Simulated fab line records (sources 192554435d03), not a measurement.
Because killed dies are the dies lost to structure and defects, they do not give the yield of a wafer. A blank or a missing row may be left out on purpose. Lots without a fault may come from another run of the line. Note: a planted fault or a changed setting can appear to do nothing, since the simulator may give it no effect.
Which tool did it? -- flow n5_finfet -- Sampling: 24 lots, 72 wafers, 5 of 1938 route steps

## WHAT EACH GAUGE READ, for each wafer
N5_BEOL_M8_CD_MEAS_28 targets a cd of 40 nm.
lot,measured,on,cd_nm (nm)
L075,day 9 03:03,cd_sem-02,40.1 39.9 40.1
L074,day 9 09:10,cd_sem-01,40.4 40.5 40.2
L076,day 9 22:52,cd_sem-03,40.0 39.8 39.9
L077,day 9 23:06,cd_sem-01,40.2 40.0 40.0
L079,day 10 06:50,cd_sem-02,40.1 40.0 39.6
L078,day 10 11:53,cd_sem-01,40.0 39.8 40.1
L080,day 10 14:14,cd_sem-01,40.6 40.2 40.2
L081,day 10 15:19,cd_sem-02,40.3 40.4 40.4
L082,day 11 01:15,cd_sem-03,39.4 39.8 39.7
L083,day 11 04:57,cd_sem-03,39.9 40.8 40.5
L084,day 11 23:23,cd_sem-01,39.6 39.9 40.0
L087,day 12 20:58,cd_sem-03,39.4 39.7 39.8
L086,day 12 20:55,cd_sem-02,39.9 39.9 40.2
L085,day 12 22:58,cd_sem-01,40.2 40.7 40.4
L088,day 13 12:15,cd_sem-02,40.2 40.3 40.5
L089,day 13 12:18,cd_sem-02,39.9 40.5 39.9
L091,day 13 12:28,cd_sem-01,39.9 40.3 39.9
L090,day 13 13:16,cd_sem-01,40.3 40.4 40.5
L092,day 13 16:17,cd_sem-03,39.9 39.7 39.9
L093,day 13 16:07,cd_sem-01,40.3 40.4 40.1
L094,day 13 18:41,cd_sem-03,39.8 39.7 39.9
L095,day 14 20:39,cd_sem-02,40.4 40.4 40.1
L096,day 14 22:20,cd_sem-02,39.8 40.2 40.3
L097,day 15 10:49,cd_sem-01,40.1 40.0 40.1

N5_BEOL_M8_OVL_MEAS_29.
lot,measured,on,V7_OVL (nm)
L075,day 9 03:05,overlay-02,-0.3 0.7 0.5
L074,day 9 09:13,overlay-02,0.9 -0.6 -0.3
L076,day 9 22:54,overlay-01,-0.5 -0.3 -0.9
L077,day 9 23:09,overlay-02,0.1 -0.2 1.6
L079,day 10 06:52,overlay-01,-0.5 -1.5 -0.1
L078,day 10 11:55,overlay-02,0.2 0.4 -0.2
L080,day 10 14:16,overlay-02,0.2 0.6 0.1
L081,day 10 15:22,overlay-02,0.2 -0.6 0.8
L082,day 11 01:17,overlay-02,-0.2 0.4 -0.4
L083,day 11 04:59,overlay-01,0.9 0.1 0.5
L084,day 11 23:26,overlay-02,-0.1 -0.4 -0.8
L087,day 12 21:01,overlay-01,0.4 -0.6 0.2
L086,day 12 20:58,overlay-02,-0.3 -0.4 -0.8
L085,day 12 23:00,overlay-02,-0.2 -0.6 0.3
L088,day 13 12:17,overlay-01,0.5 0.0 1.2
L089,day 13 12:20,overlay-01,-0.2 -0.6 -0.1
L091,day 13 12:29,overlay-01,-0.1 -0.8 -0.6
L090,day 13 13:19,overlay-02,0.1 -0.3 -1.2
L092,day 13 16:19,overlay-02,-1.1 -0.2 -0.1
L093,day 13 16:09,overlay-02,-0.9 -0.4 0.1
L094,day 13 18:43,overlay-01,0.4 1.1 1.0
L095,day 14 20:41,overlay-01,-0.3 0.2 0.8
L096,day 14 22:23,overlay-01,-0.2 0.0 0.4
L097,day 15 10:51,overlay-02,0.9 0.3 0.3

N5_BEOL_M8_INSPECT_58: inspects for defects (darkfield).
lot,measured,on,raw_defect_count
L075,day 9 06:42,defect_inspect-02,50 52 57
L074,day 9 12:59,defect_inspect-02,91 80 65
L076,day 10 02:43,defect_inspect-01,31 67 74
L077,day 10 03:02,defect_inspect-02,100 53 57
L079,day 10 10:26,defect_inspect-01,57 81 111
L078,day 10 15:13,defect_inspect-02,101 72 128
L080,day 10 16:58,defect_inspect-02,62 70 76
L081,day 10 19:13,defect_inspect-02,183 202 151
L082,day 11 04:00,defect_inspect-02,33 62 49
L083,day 11 08:14,defect_inspect-02,115 61 84
L084,day 12 04:58,defect_inspect-02,95 73 71
L087,day 13 00:36,defect_inspect-02,100 133 101
L086,day 13 00:20,defect_inspect-01,78 87 61
L085,day 13 02:35,defect_inspect-02,107 104 157
L088,day 13 15:08,defect_inspect-02,91 72 71
L089,day 13 15:11,defect_inspect-01,47 56 36
L091,day 13 15:59,defect_inspect-01,24 32 36
L090,day 13 16:08,defect_inspect-01,92 86 119
L092,day 13 20:17,defect_inspect-02,128 114 96
L093,day 13 20:01,defect_inspect-02,89 98 65
L094,day 13 21:47,defect_inspect-02,63 65 99
L095,day 15 00:55,defect_inspect-02,125 99 113
L096,day 15 02:20,defect_inspect-02,77 119 117
L097,day 15 16:20,defect_inspect-01,69 95 54

N5_BEOL_M9_INSPECT_30: inspects for defects (brightfield).
lot,measured,on,raw_defect_count
L075,day 9 09:38,defect_inspect-02,468 323 411
L074,day 9 16:43,defect_inspect-02,429 363 284
L076,day 10 06:58,defect_inspect-02,354 440 463
L077,day 10 07:08,defect_inspect-01,476 391 295
L079,day 10 12:35,defect_inspect-02,291 482 413
L078,day 10 17:32,defect_inspect-02,491 357 409
L080,day 10 19:42,defect_inspect-02,421 602 467
L081,day 10 22:11,defect_inspect-02,624 592 612
L082,day 11 07:57,defect_inspect-01,298 415 266
L083,day 11 11:15,defect_inspect-01,389 387 338
L084,day 12 07:03,defect_inspect-02,518 431 478
L087,day 13 03:44,defect_inspect-02,465 422 339
L086,day 13 02:54,defect_inspect-01,355 395 343
L085,day 13 05:18,defect_inspect-02,319 724 536
L088,day 13 18:37,defect_inspect-01,458 594 533
L089,day 13 18:49,defect_inspect-01,282 381 487
L091,day 13 18:58,defect_inspect-01,173 225 217
L090,day 13 19:01,defect_inspect-01,505 462 400
L092,day 14 02:34,defect_inspect-01,466 413 348
L093,day 14 02:32,defect_inspect-02,572 761 459
L094,day 14 02:37,defect_inspect-01,479 341 365
L095,day 15 07:32,defect_inspect-02,479 444 531
L096,day 15 07:34,defect_inspect-01,387 409 394
L097,day 15 21:42,defect_inspect-02,405 422 463

## EACH LOT AND THE TOOL THAT RAN IT (in order: tool; ch and the chambers of the sampled wafers; start)
lot,N5_BEOL_M8_HM_OPEN_17
L075,"rie_metal-02 ch 0,1, day 9 02:10"
L074,"rie_metal-01 ch 0,1, day 9 08:41"
L076,"rie_metal-02 ch 0,1, day 9 20:38"
L077,"rie_metal-02 ch 0,1, day 9 21:39"
L079,"rie_metal-01 ch 0,1, day 10 04:36"
L078,"rie_metal-02 ch 1, day 10 11:10"
L080,"rie_metal-01 ch 0,1, day 10 13:33"
L081,"rie_metal-03 ch 0,1, day 10 14:32"
L082,"rie_metal-03 ch 0,1, day 10 23:59"
L083,"rie_metal-03 ch 0,1, day 11 03:38"
L084,"rie_metal-01 ch 0,1, day 11 22:10"
L087,"rie_metal-01 ch 0,1, day 12 14:58"
L086,"rie_metal-02 ch 0,1, day 12 17:04"
L085,"rie_metal-02 ch 0,1, day 12 22:26"
L088,"rie_metal-01 ch 0,1, day 13 11:36"
L089,"rie_metal-03 ch 0,1, day 13 11:48"
L091,"rie_metal-01 ch 0,1, day 13 11:58"
L090,"rie_metal-03 ch 0,1, day 13 12:36"
L092,"rie_metal-02 ch 0, day 13 14:24"
L093,"rie_metal-01 ch 0,1, day 13 14:37"
L094,"rie_metal-01 ch 0,1, day 13 17:37"
L095,"rie_metal-01 ch 0,1, day 14 19:56"
L096,"rie_metal-02 ch 0,1, day 14 20:26"
L097,"rie_metal-02 ch 0,1, day 15 10:12"
- N5_BEOL_M8_HM_OPEN_17: chemistry Cl2/BCl3, target TiN, target depth 20 nm, overetch 6 nm.

## WHAT THE TOOLS THEMSELVES READ (means of the sampled wafers that have a number; where no wafer has one, the mark that the record gives instead)
N5_BEOL_M8_HM_OPEN_17.
lot,tool,bias_w (W),drypump_motor_current_A (A),oes_product_au (a.u.),throttle_valve_pct (%)
L075,rie_metal-02,125.7,5.2,0.61,21.9
L074,rie_metal-01,126.2,5.5,0.63,22.4
L076,rie_metal-02,126.6,5.3,0.64,22.0
L077,rie_metal-02,125.9,5.3,0.65,22.0
L079,rie_metal-01,126.0,5.5,0.62,22.4
L078,rie_metal-02,125.7,5.0,0.57,21.8
L080,rie_metal-01,125.8,6.1,0.67,22.1
L081,rie_metal-03,126.0,5.6,0.76,22.1
L082,rie_metal-03,125.9,5.7,0.73,21.8
L083,rie_metal-03,126.1,5.8,0.72,21.8
L084,rie_metal-01,125.9,5.5,0.61,22.4
L087,rie_metal-01,125.8,6.1,0.67,22.1
L086,rie_metal-02,125.8,5.3,0.63,22.1
L085,rie_metal-02,126.0,5.2,0.59,21.9
L088,rie_metal-01,125.6,5.5,0.61,22.4
L089,rie_metal-03,126.2,5.7,0.71,21.8
L091,rie_metal-01,126.1,5.5,0.60,22.4
L090,rie_metal-03,126.4,5.6,0.72,22.1
L092,rie_metal-02,125.7,5.5,0.67,22.2
L093,rie_metal-01,126.3,5.6,0.60,22.4
L094,rie_metal-01,125.8,6.1,0.66,22.1
L095,rie_metal-01,126.1,6.1,0.65,22.1
L096,rie_metal-02,125.8,5.2,0.59,21.9
L097,rie_metal-02,126.2,5.3,0.63,22.0

## THE ANSWER, worked out from the rows above alone
Rule: the lots themselves supply what counts as usual. The widest of any qualifying gaps counts: lots, ordered by their means at a reading, are off when they make up no more than a third of the lots, leave a main group of 4 or more, and stand apart from it by 3 or more times the standard deviation of that group's means. Not used: any main group whose means are identical at the precision the tables above print for the reading. A lot without any number at a reading at which 4 lots or more have one is off too. Any other lot the step has rows for is counted as sound. After the gauges, taken in route order, come the tools' own readings; for these a lot's mean is taken, as printed above. At the first step where some lot is off, the reading lying furthest off is the one used; lots without a number count as furthest.
Nothing can be told from this: no lot is off at any reading shown.

## WHAT HAD BEEN PUT IN BY THE SIMULATOR
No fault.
